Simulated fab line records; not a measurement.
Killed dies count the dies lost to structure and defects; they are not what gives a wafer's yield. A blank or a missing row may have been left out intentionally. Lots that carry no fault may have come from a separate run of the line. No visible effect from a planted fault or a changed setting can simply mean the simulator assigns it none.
Which of the tools did it? || flow n5 finfet || 72 wafers from 24 lots sampled at 5 of the route's 1938 steps

== WHAT THE GAUGES SHOWED, per wafer ==
N5_BEOL_M15_RS_MEAS_54: uses a four-point probe to measure. Usual: M15_RS typically reads 0.0215 ohm/sq, with standard deviation 0.00037.
{"lot": "L075", "measured": "day 12 19:29", "on": "film metro-02", "M15_RS (ohm/sq)": "0.0220 0.0212 0.0223", "flag": ""}
{"lot": "L074", "measured": "day 13 02:04", "on": "film metro-02", "M15_RS (ohm/sq)": "0.0210 0.0213 0.0215", "flag": ""}
{"lot": "L076", "measured": "day 13 12:52", "on": "film metro-01", "M15_RS (ohm/sq)": "0.0213 0.0210 0.0214", "flag": ""}
{"lot": "L077", "measured": "day 13 13:22", "on": "film metro-01", "M15_RS (ohm/sq)": "0.0222 0.0215 0.0215", "flag": ""}
{"lot": "L079", "measured": "day 13 14:14", "on": "film metro-01", "M15_RS (ohm/sq)": "0.0212 0.0215 0.0209", "flag": ""}
{"lot": "L078", "measured": "day 13 20:22", "on": "film metro-01", "M15_RS (ohm/sq)": "0.0217 0.0212 0.0214", "flag": ""}
{"lot": "L080", "measured": "day 14 01:31", "on": "film metro-01", "M15_RS (ohm/sq)": "0.0217 0.0216 0.0216", "flag": ""}
{"lot": "L083", "measured": "day 14 01:43", "on": "film metro-02", "M15_RS (ohm/sq)": "0.0211 0.0209 0.0218", "flag": ""}
{"lot": "L081", "measured": "day 14 16:50", "on": "film metro-02", "M15_RS (ohm/sq)": "0.0211 0.0207 0.0211", "flag": ""}
{"lot": "L084", "measured": "day 15 06:10", "on": "film metro-02", "M15_RS (ohm/sq)": "0.0212 0.0219 0.0218", "flag": ""}
{"lot": "L082", "measured": "day 15 08:38", "on": "film metro-02", "M15_RS (ohm/sq)": "0.0216 0.0216 0.0223", "flag": ""}
{"lot": "L088", "measured": "day 15 10:36", "on": "film metro-02", "M15_RS (ohm/sq)": "0.0218 0.0211 0.0219", "flag": ""}
{"lot": "L085", "measured": "day 15 16:24", "on": "film metro-02", "M15_RS (ohm/sq)": "0.0213 0.0213 0.0211", "flag": ""}
{"lot": "L086", "measured": "day 15 21:40", "on": "film metro-02", "M15_RS (ohm/sq)": "0.0217 0.0205 0.0210", "flag": ""}
{"lot": "L087", "measured": "day 15 23:54", "on": "film metro-01", "M15_RS (ohm/sq)": "0.0223 0.0213 0.0211", "flag": ""}
{"lot": "L089", "measured": "day 16 09:45", "on": "film metro-02", "M15_RS (ohm/sq)": "0.0215 0.0216 0.0211", "flag": ""}
{"lot": "L092", "measured": "day 16 12:05", "on": "film metro-01", "M15_RS (ohm/sq)": "0.0214 0.0216 0.0218", "flag": ""}
{"lot": "L090", "measured": "day 16 19:08", "on": "film metro-02", "M15_RS (ohm/sq)": "0.0224 0.0212 0.0214", "flag": ""}
{"lot": "L091", "measured": "day 16 19:43", "on": "film metro-02", "M15_RS (ohm/sq)": "0.0216 0.0213 0.0216", "flag": ""}
{"lot": "L093", "measured": "day 17 02:46", "on": "film metro-01", "M15_RS (ohm/sq)": "0.0214 0.0216 0.0218", "flag": ""}
{"lot": "L094", "measured": "day 17 08:04", "on": "film metro-02", "M15_RS (ohm/sq)": "0.0214 0.0224 0.0215", "flag": ""}
{"lot": "L095", "measured": "day 17 17:46", "on": "film metro-02", "M15_RS (ohm/sq)": "0.0218 0.0212 0.0217", "flag": ""}
{"lot": "L096", "measured": "day 18 11:08", "on": "film metro-01", "M15_RS (ohm/sq)": "0.0214 0.0213 0.0216", "flag": ""}
{"lot": "L097", "measured": "day 18 15:53", "on": "film metro-02", "M15_RS (ohm/sq)": "0.0216 0.0221 0.0219", "flag": ""}

== TOOL THAT RAN EACH LOT (tool first, then ch and the chambers of the sampled wafers, then the start) ==
{"lot": "L075", "N5_BEOL_M14_ETCH_38": "rie diel-03 ch 0,3, day 12 12:28 or earlier", "N5_BEOL_M14_DEGAS_41": "pvd sputter-02, day 12 12:28", "N5_BEOL_M15_VIA_ETCH_16": "rie diel-05 ch 1,2, day 12 14:39", "N5_BEOL_M15_DEGAS_41": "pvd sputter-02, day 12 17:59"}
{"lot": "L074", "N5_BEOL_M14_ETCH_38": "rie diel-03 ch 0,1,3, day 12 17:07 or earlier", "N5_BEOL_M14_DEGAS_41": "pvd sputter-02, day 12 17:07", "N5_BEOL_M15_VIA_ETCH_16": "rie diel-02 ch 0,1, day 12 19:26", "N5_BEOL_M15_DEGAS_41": "pvd sputter-03, day 13 00:44"}
{"lot": "L076", "N5_BEOL_M14_ETCH_38": "rie diel-06 ch 1,2,3, day 13 01:51 or earlier", "N5_BEOL_M14_DEGAS_41": "pvd sputter-02, day 13 01:51", "N5_BEOL_M15_VIA_ETCH_16": "rie diel-04 ch 0,3, day 13 04:53", "N5_BEOL_M15_DEGAS_41": "pvd sputter-02, day 13 11:31"}
{"lot": "L077", "N5_BEOL_M14_ETCH_38": "rie diel-03 ch 2,3, day 13 01:53 or earlier", "N5_BEOL_M14_DEGAS_41": "pvd sputter-03, day 13 01:53", "N5_BEOL_M15_VIA_ETCH_16": "rie diel-05 ch 1,2,3, day 13 05:25", "N5_BEOL_M15_DEGAS_41": "pvd sputter-02, day 13 12:01"}
{"lot": "L079", "N5_BEOL_M14_ETCH_38": "rie diel-03 ch 0,1,2, day 13 07:40 or earlier", "N5_BEOL_M14_DEGAS_41": "pvd sputter-01, day 13 07:40", "N5_BEOL_M15_VIA_ETCH_16": "rie diel-02 ch 0,1,2, day 13 09:53", "N5_BEOL_M15_DEGAS_41": "pvd sputter-02, day 13 12:55"}
{"lot": "L078", "N5_BEOL_M14_ETCH_38": "rie diel-06 ch 1,2, day 13 07:59 or earlier", "N5_BEOL_M14_DEGAS_41": "pvd sputter-01, day 13 07:59", "N5_BEOL_M15_VIA_ETCH_16": "rie diel-02 ch 0,1,3, day 13 10:32", "N5_BEOL_M15_DEGAS_41": "pvd sputter-03, day 13 19:03"}
{"lot": "L080", "N5_BEOL_M14_ETCH_38": "rie diel-01 ch 0,3, day 13 16:31 or earlier", "N5_BEOL_M14_DEGAS_41": "pvd sputter-02, day 13 16:31", "N5_BEOL_M15_VIA_ETCH_16": "rie diel-04 ch 0,2,3, day 13 18:42", "N5_BEOL_M15_DEGAS_41": "pvd sputter-02, day 13 23:55"}
{"lot": "L083", "N5_BEOL_M14_ETCH_38": "rie diel-01 ch 0,1,3, day 13 16:50 or earlier", "N5_BEOL_M14_DEGAS_41": "pvd sputter-02, day 13 16:50", "N5_BEOL_M15_VIA_ETCH_16": "rie diel-05 ch 0,1, day 13 18:53", "N5_BEOL_M15_DEGAS_41": "pvd sputter-02, day 14 00:22"}
{"lot": "L081", "N5_BEOL_M14_ETCH_38": "rie diel-06 ch 0,1, day 14 09:38 or earlier", "N5_BEOL_M14_DEGAS_41": "pvd sputter-03, day 14 09:38", "N5_BEOL_M15_VIA_ETCH_16": "rie diel-02 ch 0,1, day 14 11:50", "N5_BEOL_M15_DEGAS_41": "pvd sputter-01, day 14 15:15"}
{"lot": "L084", "N5_BEOL_M14_ETCH_38": "rie diel-01 ch 0,1,2, day 14 22:12 or earlier", "N5_BEOL_M14_DEGAS_41": "pvd sputter-03, day 14 22:12", "N5_BEOL_M15_VIA_ETCH_16": "rie diel-02 ch 0,1, day 15 00:34", "N5_BEOL_M15_DEGAS_41": "pvd sputter-03, day 15 04:51"}
{"lot": "L082", "N5_BEOL_M14_ETCH_38": "rie diel-03 ch 0,2,3, day 14 22:54 or earlier", "N5_BEOL_M14_DEGAS_41": "pvd sputter-03, day 14 22:54", "N5_BEOL_M15_VIA_ETCH_16": "rie diel-05 ch 0,1,2, day 15 01:29", "N5_BEOL_M15_DEGAS_41": "pvd sputter-03, day 15 07:20"}
{"lot": "L088", "N5_BEOL_M14_ETCH_38": "rie diel-01 ch 1,2, day 15 01:08 or earlier", "N5_BEOL_M14_DEGAS_41": "pvd sputter-02, day 15 01:08", "N5_BEOL_M15_VIA_ETCH_16": "rie diel-04 ch 1,2,3, day 15 03:20", "N5_BEOL_M15_DEGAS_41": "pvd sputter-03, day 15 09:17"}
{"lot": "L085", "N5_BEOL_M14_ETCH_38": "rie diel-06 ch 0,1,2, day 15 09:04 or earlier", "N5_BEOL_M14_DEGAS_41": "pvd sputter-02, day 15 09:04", "N5_BEOL_M15_VIA_ETCH_16": "rie diel-04 ch 0,1,2, day 15 11:16", "N5_BEOL_M15_DEGAS_41": "pvd sputter-03, day 15 14:49"}
{"lot": "L086", "N5_BEOL_M14_ETCH_38": "rie diel-01 ch 1,2, day 15 14:52 or earlier", "N5_BEOL_M14_DEGAS_41": "pvd sputter-02, day 15 14:52", "N5_BEOL_M15_VIA_ETCH_16": "rie diel-04 ch 1,2, day 15 17:02", "N5_BEOL_M15_DEGAS_41": "pvd sputter-02, day 15 19:44"}
{"lot": "L087", "N5_BEOL_M14_ETCH_38": "rie diel-03 ch 1,2, day 15 15:26 or earlier", "N5_BEOL_M14_DEGAS_41": "pvd sputter-01, day 15 15:26", "N5_BEOL_M15_VIA_ETCH_16": "rie diel-05 ch 0,1,3, day 15 18:26", "N5_BEOL_M15_DEGAS_41": "pvd sputter-03, day 15 22:23"}
{"lot": "L089", "N5_BEOL_M14_ETCH_38": "rie diel-03 ch 0,3, day 16 02:13 or earlier", "N5_BEOL_M14_DEGAS_41": "pvd sputter-02, day 16 02:13", "N5_BEOL_M15_VIA_ETCH_16": "rie diel-05 ch 1,2,3, day 16 04:23", "N5_BEOL_M15_DEGAS_41": "pvd sputter-03, day 16 08:16"}
{"lot": "L092", "N5_BEOL_M14_ETCH_38": "rie diel-01 ch 0,3, day 16 03:38 or earlier", "N5_BEOL_M14_DEGAS_41": "pvd sputter-03, day 16 03:38", "N5_BEOL_M15_VIA_ETCH_16": "rie diel-05 ch 0,1,3, day 16 05:44", "N5_BEOL_M15_DEGAS_41": "pvd sputter-01, day 16 10:46"}
{"lot": "L090", "N5_BEOL_M14_ETCH_38": "rie diel-03 ch 0,1,2, day 16 08:38 or earlier", "N5_BEOL_M14_DEGAS_41": "pvd sputter-03, day 16 08:38", "N5_BEOL_M15_VIA_ETCH_16": "rie diel-04 ch 0,1,3, day 16 11:11", "N5_BEOL_M15_DEGAS_41": "pvd sputter-02, day 16 17:49"}
{"lot": "L091", "N5_BEOL_M14_ETCH_38": "rie diel-03 ch 1,2,3, day 16 12:47 or earlier", "N5_BEOL_M14_DEGAS_41": "pvd sputter-03, day 16 12:47", "N5_BEOL_M15_VIA_ETCH_16": "rie diel-02 ch 1,2,3, day 16 14:52", "N5_BEOL_M15_DEGAS_41": "pvd sputter-03, day 16 17:58"}
{"lot": "L093", "N5_BEOL_M14_ETCH_38": "rie diel-06 ch 0,1,3, day 16 20:51 or earlier", "N5_BEOL_M14_DEGAS_41": "pvd sputter-01, day 16 20:51", "N5_BEOL_M15_VIA_ETCH_16": "rie diel-05 ch 2,3, day 16 22:55", "N5_BEOL_M15_DEGAS_41": "pvd sputter-02, day 17 01:27"}
{"lot": "L094", "N5_BEOL_M14_ETCH_38": "rie diel-01 ch 1,3, day 16 22:45 or earlier", "N5_BEOL_M14_DEGAS_41": "pvd sputter-03, day 16 22:45", "N5_BEOL_M15_VIA_ETCH_16": "rie diel-05 ch 0,1,2, day 17 01:10", "N5_BEOL_M15_DEGAS_41": "pvd sputter-02, day 17 06:43"}
{"lot": "L095", "N5_BEOL_M14_ETCH_38": "rie diel-01 ch 1,2, day 17 07:08 or earlier", "N5_BEOL_M14_DEGAS_41": "pvd sputter-02, day 17 07:08", "N5_BEOL_M15_VIA_ETCH_16": "rie diel-04 ch 1,2,3, day 17 09:32", "N5_BEOL_M15_DEGAS_41": "pvd sputter-01, day 17 16:26"}
{"lot": "L096", "N5_BEOL_M14_ETCH_38": "rie diel-06 ch 0,2,3, day 18 01:03 or earlier", "N5_BEOL_M14_DEGAS_41": "pvd sputter-02, day 18 01:03", "N5_BEOL_M15_VIA_ETCH_16": "rie diel-05 ch 0,1,2, day 18 03:23", "N5_BEOL_M15_DEGAS_41": "pvd sputter-03, day 18 07:30"}
{"lot": "L097", "N5_BEOL_M14_ETCH_38": "rie diel-01 ch 1,3, day 18 08:04 or earlier", "N5_BEOL_M14_DEGAS_41": "pvd sputter-03, day 18 08:04", "N5_BEOL_M15_VIA_ETCH_16": "rie diel-05 ch 0,1, day 18 12:13", "N5_BEOL_M15_DEGAS_41": "pvd sputter-01, day 18 14:28"}
- N5_BEOL_M14_ETCH_38: etches SiCN in CF4/N2, target depth 106.5 nm, time 120.6 s.
- N5_BEOL_M14_DEGAS_41: time 60 s.
- N5_BEOL_M15_VIA_ETCH_16: etches SiO2 in C4F8/O2/Ar, target depth 1792.2 nm.
- N5_BEOL_M15_DEGAS_41: time 60 s.

== AS READ BY THE TOOLS THEMSELVES (means over the sampled wafers that have a number; for cases with no such wafer, the mark the record gives instead) ==
N5_BEOL_M14_ETCH_38. Usual: drypump motor current A 5.7 A, standard deviation 0.42; oes product au 0.82 a.u., standard deviation 0.095; rf vpp V 382.7 V, standard deviation 2.3; showerhead plenum p Torr 2.22 Torr, standard deviation 0.088; throttle valve pct 15.42 %, standard deviation 0.2.
{"lot": "L075", "tool": "rie diel-03", "drypump motor current A (A)": 5.8, "oes product au (a.u.)": 0.72, "rf vpp V (V)": 381.1, "showerhead plenum p Torr (Torr)": 2.17, "throttle valve pct (%)": 15.47, "flag": ""}
{"lot": "L074", "tool": "rie diel-03", "drypump motor current A (A)": 5.9, "oes product au (a.u.)": 0.81, "rf vpp V (V)": 382.6, "showerhead plenum p Torr (Torr)": 2.22, "throttle valve pct (%)": 15.45, "flag": ""}
{"lot": "L076", "tool": "rie diel-06", "drypump motor current A (A)": 5.4, "oes product au (a.u.)": 0.86, "rf vpp V (V)": 381.9, "showerhead plenum p Torr (Torr)": 2.18, "throttle valve pct (%)": 15.27, "flag": ""}
{"lot": "L077", "tool": "rie diel-03", "drypump motor current A (A)": 6.3, "oes product au (a.u.)": 0.80, "rf vpp V (V)": 384.4, "showerhead plenum p Torr (Torr)": 2.31, "throttle valve pct (%)": 15.36, "flag": ""}
{"lot": "L079", "tool": "rie diel-03", "drypump motor current A (A)": 5.6, "oes product au (a.u.)": 0.83, "rf vpp V (V)": 383.1, "showerhead plenum p Torr (Torr)": 2.23, "throttle valve pct (%)": 15.51, "flag": ""}
{"lot": "L078", "tool": "rie diel-06", "drypump motor current A (A)": 5.4, "oes product au (a.u.)": 0.85, "rf vpp V (V)": 381.8, "showerhead plenum p Torr (Torr)": 2.17, "throttle valve pct (%)": 15.07, "flag": ""}
{"lot": "L080", "tool": "rie diel-01", "drypump motor current A (A)": 5.5, "oes product au (a.u.)": 0.68, "rf vpp V (V)": 382.6, "showerhead plenum p Torr (Torr)": 2.20, "throttle valve pct (%)": 15.54, "flag": ""}
{"lot": "L083", "tool": "rie diel-01", "drypump motor current A (A)": 5.4, "oes product au (a.u.)": 0.78, "rf vpp V (V)": 384.3, "showerhead plenum p Torr (Torr)": 2.26, "throttle valve pct (%)": 15.54, "flag": ""}
{"lot": "L081", "tool": "rie diel-06", "drypump motor current A (A)": 6.2, "oes product au (a.u.)": 0.76, "rf vpp V (V)": 379.7, "showerhead plenum p Torr (Torr)": 2.13, "throttle valve pct (%)": 15.39, "flag": ""}
{"lot": "L084", "tool": "rie diel-01", "drypump motor current A (A)": 5.6, "oes product au (a.u.)": 0.87, "rf vpp V (V)": 383.2, "showerhead plenum p Torr (Torr)": 2.27, "throttle valve pct (%)": 15.46, "flag": ""}
{"lot": "L082", "tool": "rie diel-03", "drypump motor current A (A)": 5.9, "oes product au (a.u.)": 0.76, "rf vpp V (V)": 382.3, "showerhead plenum p Torr (Torr)": 2.24, "throttle valve pct (%)": 15.49, "flag": ""}
{"lot": "L088", "tool": "rie diel-01", "drypump motor current A (A)": 5.6, "oes product au (a.u.)": 0.94, "rf vpp V (V)": 383.0, "showerhead plenum p Torr (Torr)": 2.24, "throttle valve pct (%)": 15.33, "flag": ""}
{"lot": "L085", "tool": "rie diel-06", "drypump motor current A (A)": 5.8, "oes product au (a.u.)": 0.80, "rf vpp V (V)": 381.0, "showerhead plenum p Torr (Torr)": 2.16, "throttle valve pct (%)": 15.29, "flag": ""}
{"lot": "L086", "tool": "rie diel-01", "drypump motor current A (A)": 5.6, "oes product au (a.u.)": 0.92, "rf vpp V (V)": 382.2, "showerhead plenum p Torr (Torr)": 2.23, "throttle valve pct (%)": 15.34, "flag": ""}
{"lot": "L087", "tool": "rie diel-03", "drypump motor current A (A)": 5.7, "oes product au (a.u.)": 0.88, "rf vpp V (V)": 384.0, "showerhead plenum p Torr (Torr)": 2.28, "throttle valve pct (%)": 15.51, "flag": ""}
{"lot": "L089", "tool": "rie diel-03", "drypump motor current A (A)": 6.2, "oes product au (a.u.)": 0.73, "rf vpp V (V)": 382.1, "showerhead plenum p Torr (Torr)": 2.22, "throttle valve pct (%)": 15.43, "flag": ""}
{"lot": "L092", "tool": "rie diel-01", "drypump motor current A (A)": 5.5, "oes product au (a.u.)": 0.77, "rf vpp V (V)": 382.8, "showerhead plenum p Torr (Torr)": 2.23, "throttle valve pct (%)": 15.43, "flag": ""}
{"lot": "L090", "tool": "rie diel-03", "drypump motor current A (A)": 5.6, "oes product au (a.u.)": 0.79, "rf vpp V (V)": 383.1, "showerhead plenum p Torr (Torr)": 2.23, "throttle valve pct (%)": 15.56, "flag": ""}
{"lot": "L091", "tool": "rie diel-03", "drypump motor current A (A)": 6.0, "oes product au (a.u.)": 0.82, "rf vpp V (V)": 384.4, "showerhead plenum p Torr (Torr)": 2.29, "throttle valve pct (%)": 15.48, "flag": ""}
{"lot": "L093", "tool": "rie diel-06", "drypump motor current A (A)": 5.9, "oes product au (a.u.)": 0.78, "rf vpp V (V)": 380.4, "showerhead plenum p Torr (Torr)": 2.13, "throttle valve pct (%)": 15.45, "flag": ""}
{"lot": "L094", "tool": "rie diel-01", "drypump motor current A (A)": 5.4, "oes product au (a.u.)": 0.90, "rf vpp V (V)": 384.9, "showerhead plenum p Torr (Torr)": 2.28, "throttle valve pct (%)": 15.43, "flag": ""}
{"lot": "L095", "tool": "rie diel-01", "drypump motor current A (A)": 5.5, "oes product au (a.u.)": 0.90, "rf vpp V (V)": 384.4, "showerhead plenum p Torr (Torr)": 2.28, "throttle valve pct (%)": 15.49, "flag": ""}
{"lot": "L096", "tool": "rie diel-06", "drypump motor current A (A)": 5.8, "oes product au (a.u.)": 0.78, "rf vpp V (V)": 381.2, "showerhead plenum p Torr (Torr)": 2.16, "throttle valve pct (%)": 15.53, "flag": ""}
{"lot": "L097", "tool": "rie diel-01", "drypump motor current A (A)": 5.4, "oes product au (a.u.)": 0.89, "rf vpp V (V)": 384.1, "showerhead plenum p Torr (Torr)": 2.28, "throttle valve pct (%)": 15.45, "flag": ""}

N5_BEOL_M14_DEGAS_41. Usual: 456 W for heater power w, sd 40.
{"lot": "L075", "tool": "pvd sputter-02", "heater power w (W)": 474, "flag": ""}
{"lot": "L074", "tool": "pvd sputter-02", "heater power w (W)": 450, "flag": ""}
{"lot": "L076", "tool": "pvd sputter-02", "heater power w (W)": 407, "flag": ""}
{"lot": "L077", "tool": "pvd sputter-03", "heater power w (W)": 494, "flag": ""}
{"lot": "L079", "tool": "pvd sputter-01", "heater power w (W)": 465, "flag": ""}
{"lot": "L078", "tool": "pvd sputter-01", "heater power w (W)": 458, "flag": ""}
{"lot": "L080", "tool": "pvd sputter-02", "heater power w (W)": 428, "flag": ""}
{"lot": "L083", "tool": "pvd sputter-02", "heater power w (W)": 407, "flag": ""}
{"lot": "L081", "tool": "pvd sputter-03", "heater power w (W)": 486, "flag": ""}
{"lot": "L084", "tool": "pvd sputter-03", "heater power w (W)": 487, "flag": ""}
{"lot": "L082", "tool": "pvd sputter-03", "heater power w (W)": 470, "flag": ""}
{"lot": "L088", "tool": "pvd sputter-02", "heater power w (W)": 452, "flag": ""}
{"lot": "L085", "tool": "pvd sputter-02", "heater power w (W)": 420, "flag": ""}
{"lot": "L086", "tool": "pvd sputter-02", "heater power w (W)": 426, "flag": ""}
{"lot": "L087", "tool": "pvd sputter-01", "heater power w (W)": 440, "flag": ""}
{"lot": "L089", "tool": "pvd sputter-02", "heater power w (W)": 490, "flag": ""}
{"lot": "L092", "tool": "pvd sputter-03", "heater power w (W)": 466, "flag": ""}
{"lot": "L090", "tool": "pvd sputter-03", "heater power w (W)": 460, "flag": ""}
{"lot": "L091", "tool": "pvd sputter-03", "heater power w (W)": 463, "flag": ""}
{"lot": "L093", "tool": "pvd sputter-01", "heater power w (W)": 456, "flag": ""}
{"lot": "L094", "tool": "pvd sputter-03", "heater power w (W)": 492, "flag": ""}
{"lot": "L095", "tool": "pvd sputter-02", "heater power w (W)": 485, "flag": ""}
{"lot": "L096", "tool": "pvd sputter-02", "heater power w (W)": 451, "flag": ""}
{"lot": "L097", "tool": "pvd sputter-03", "heater power w (W)": 466, "flag": ""}

N5_BEOL_M15_VIA_ETCH_16. Usual: drypump motor current A 5.7 A, standard deviation 0.46; oes product au 0.73 a.u., standard deviation 0.078; rf vpp V 2239 V, standard deviation 36; showerhead plenum p Torr 3.46 Torr, standard deviation 0.13; throttle valve pct 30.99 %, standard deviation 0.22.
{"lot": "L075", "tool": "rie diel-05", "drypump motor current A (A)": 5.8, "oes product au (a.u.)": 0.68, "rf vpp V (V)": 2202, "showerhead plenum p Torr (Torr)": 3.35, "throttle valve pct (%)": 31.09, "flag": ""}
{"lot": "L074", "tool": "rie diel-02", "drypump motor current A (A)": 5.5, "oes product au (a.u.)": 0.69, "rf vpp V (V)": 2246, "showerhead plenum p Torr (Torr)": 3.39, "throttle valve pct (%)": 31.13, "flag": ""}
{"lot": "L076", "tool": "rie diel-04", "drypump motor current A (A)": 5.7, "oes product au (a.u.)": 0.72, "rf vpp V (V)": 2213, "showerhead plenum p Torr (Torr)": 3.42, "throttle valve pct (%)": 31.17, "flag": ""}
{"lot": "L077", "tool": "rie diel-05", "drypump motor current A (A)": 5.9, "oes product au (a.u.)": 0.68, "rf vpp V (V)": 2214, "showerhead plenum p Torr (Torr)": 3.44, "throttle valve pct (%)": 31.00, "flag": ""}
{"lot": "L079", "tool": "rie diel-02", "drypump motor current A (A)": 5.6, "oes product au (a.u.)": 0.72, "rf vpp V (V)": 2252, "showerhead plenum p Torr (Torr)": 3.45, "throttle valve pct (%)": 30.99, "flag": ""}
{"lot": "L078", "tool": "rie diel-02", "drypump motor current A (A)": 5.5, "oes product au (a.u.)": 0.73, "rf vpp V (V)": 2241, "showerhead plenum p Torr (Torr)": 3.38, "throttle valve pct (%)": 31.12, "flag": ""}
{"lot": "L080", "tool": "rie diel-04", "drypump motor current A (A)": 5.7, "oes product au (a.u.)": 0.73, "rf vpp V (V)": 2242, "showerhead plenum p Torr (Torr)": 3.52, "throttle valve pct (%)": 31.10, "flag": ""}
{"lot": "L083", "tool": "rie diel-05", "drypump motor current A (A)": 6.0, "oes product au (a.u.)": 0.69, "rf vpp V (V)": 2250, "showerhead plenum p Torr (Torr)": 3.47, "throttle valve pct (%)": 30.95, "flag": ""}
{"lot": "L081", "tool": "rie diel-02", "drypump motor current A (A)": 5.5, "oes product au (a.u.)": 0.67, "rf vpp V (V)": 2246, "showerhead plenum p Torr (Torr)": 3.39, "throttle valve pct (%)": 31.14, "flag": ""}
{"lot": "L084", "tool": "rie diel-02", "drypump motor current A (A)": 5.5, "oes product au (a.u.)": 0.67, "rf vpp V (V)": 2246, "showerhead plenum p Torr (Torr)": 3.38, "throttle valve pct (%)": 31.15, "flag": ""}
{"lot": "L082", "tool": "rie diel-05", "drypump motor current A (A)": 5.7, "oes product au (a.u.)": 0.70, "rf vpp V (V)": 2242, "showerhead plenum p Torr (Torr)": 3.44, "throttle valve pct (%)": 30.98, "flag": ""}
{"lot": "L088", "tool": "rie diel-04", "drypump motor current A (A)": 5.9, "oes product au (a.u.)": 0.75, "rf vpp V (V)": 2229, "showerhead plenum p Torr (Torr)": 3.44, "throttle valve pct (%)": 31.14, "flag": ""}
{"lot": "L085", "tool": "rie diel-04", "drypump motor current A (A)": 5.4, "oes product au (a.u.)": 0.78, "rf vpp V (V)": 2244, "showerhead plenum p Torr (Torr)": 3.54, "throttle valve pct (%)": 30.91, "flag": ""}
{"lot": "L086", "tool": "rie diel-04", "drypump motor current A (A)": 5.5, "oes product au (a.u.)": 0.80, "rf vpp V (V)": 2232, "showerhead plenum p Torr (Torr)": 3.45, "throttle valve pct (%)": 30.97, "flag": ""}
{"lot": "L087", "tool": "rie diel-05", "drypump motor current A (A)": 5.9, "oes product au (a.u.)": 0.71, "rf vpp V (V)": 2254, "showerhead plenum p Torr (Torr)": 3.53, "throttle valve pct (%)": 30.88, "flag": ""}
{"lot": "L089", "tool": "rie diel-05", "drypump motor current A (A)": 5.9, "oes product au (a.u.)": 0.67, "rf vpp V (V)": 2213, "showerhead plenum p Torr (Torr)": 3.43, "throttle valve pct (%)": 31.03, "flag": ""}
{"lot": "L092", "tool": "rie diel-05", "drypump motor current A (A)": 5.9, "oes product au (a.u.)": 0.71, "rf vpp V (V)": 2253, "showerhead plenum p Torr (Torr)": 3.53, "throttle valve pct (%)": 30.88, "flag": ""}
{"lot": "L090", "tool": "rie diel-04", "drypump motor current A (A)": 5.4, "oes product au (a.u.)": 0.75, "rf vpp V (V)": 2217, "showerhead plenum p Torr (Torr)": 3.43, "throttle valve pct (%)": 30.99, "flag": ""}
{"lot": "L091", "tool": "rie diel-02", "drypump motor current A (A)": 5.6, "oes product au (a.u.)": 0.75, "rf vpp V (V)": 2245, "showerhead plenum p Torr (Torr)": 3.43, "throttle valve pct (%)": 31.01, "flag": ""}
{"lot": "L093", "tool": "rie diel-05", "drypump motor current A (A)": 5.8, "oes product au (a.u.)": 0.71, "rf vpp V (V)": 2218, "showerhead plenum p Torr (Torr)": 3.50, "throttle valve pct (%)": 30.93, "flag": ""}
{"lot": "L094", "tool": "rie diel-05", "drypump motor current A (A)": 5.7, "oes product au (a.u.)": 0.70, "rf vpp V (V)": 2241, "showerhead plenum p Torr (Torr)": 3.43, "throttle valve pct (%)": 31.00, "flag": ""}
{"lot": "L095", "tool": "rie diel-04", "drypump motor current A (A)": 5.8, "oes product au (a.u.)": 0.72, "rf vpp V (V)": 2229, "showerhead plenum p Torr (Torr)": 3.43, "throttle valve pct (%)": 31.17, "flag": ""}
{"lot": "L096", "tool": "rie diel-05", "drypump motor current A (A)": 5.7, "oes product au (a.u.)": 0.78, "rf vpp V (V)": 2241, "showerhead plenum p Torr (Torr)": 3.43, "throttle valve pct (%)": 30.89, "flag": ""}
{"lot": "L097", "tool": "rie diel-05", "drypump motor current A (A)": 5.7, "oes product au (a.u.)": 0.82, "rf vpp V (V)": 2282, "showerhead plenum p Torr (Torr)": 3.53, "throttle valve pct (%)": 30.76, "flag": ""}

N5_BEOL_M15_DEGAS_41. Usual: 454 W for heater power w, sd 41.
{"lot": "L075", "tool": "pvd sputter-02", "heater power w (W)": 419, "flag": ""}
{"lot": "L074", "tool": "pvd sputter-03", "heater power w (W)": 459, "flag": ""}
{"lot": "L076", "tool": "pvd sputter-02", "heater power w (W)": 451, "flag": ""}
{"lot": "L077", "tool": "pvd sputter-02", "heater power w (W)": 461, "flag": ""}
{"lot": "L079", "tool": "pvd sputter-02", "heater power w (W)": 450, "flag": ""}
{"lot": "L078", "tool": "pvd sputter-03", "heater power w (W)": 437, "flag": ""}
{"lot": "L080", "tool": "pvd sputter-02", "heater power w (W)": 459, "flag": ""}
{"lot": "L083", "tool": "pvd sputter-02", "heater power w (W)": 412, "flag": ""}
{"lot": "L081", "tool": "pvd sputter-01", "heater power w (W)": 426, "flag": ""}
{"lot": "L084", "tool": "pvd sputter-03", "heater power w (W)": 452, "flag": ""}
{"lot": "L082", "tool": "pvd sputter-03", "heater power w (W)": 447, "flag": ""}
{"lot": "L088", "tool": "pvd sputter-03", "heater power w (W)": 511, "flag": ""}
{"lot": "L085", "tool": "pvd sputter-03", "heater power w (W)": 452, "flag": ""}
{"lot": "L086", "tool": "pvd sputter-02", "heater power w (W)": 411, "flag": ""}
{"lot": "L087", "tool": "pvd sputter-03", "heater power w (W)": 460, "flag": ""}
{"lot": "L089", "tool": "pvd sputter-03", "heater power w (W)": 439, "flag": ""}
{"lot": "L092", "tool": "pvd sputter-01", "heater power w (W)": 454, "flag": ""}
{"lot": "L090", "tool": "pvd sputter-02", "heater power w (W)": 455, "flag": ""}
{"lot": "L091", "tool": "pvd sputter-03", "heater power w (W)": 455, "flag": ""}
{"lot": "L093", "tool": "pvd sputter-02", "heater power w (W)": 453, "flag": ""}
{"lot": "L094", "tool": "pvd sputter-02", "heater power w (W)": 453, "flag": ""}
{"lot": "L095", "tool": "pvd sputter-01", "heater power w (W)": 447, "flag": ""}
{"lot": "L096", "tool": "pvd sputter-03", "heater power w (W)": 471, "flag": ""}
{"lot": "L097", "tool": "pvd sputter-01", "heater power w (W)": 446, "flag": ""}

== THE ANSWER, worked out from the rows above alone ==
Rule: a lot is off if the mean of its wafers that have a number lies more than 3 standard deviations from the usual mean. A lot without any number at a reading at which 4 lots or more have one is off too. Any other lot the step has rows for is counted as sound. After the gauges, taken in route order, come the tools' own readings; for these a lot's mean is taken, as printed above. At the first step where some lot is off, the reading lying furthest off is the one used; lots without a number count as furthest.
Nothing can be told from this: no lot is off at any reading shown.

== WHAT THE SIMULATOR HAD PUT IN ==
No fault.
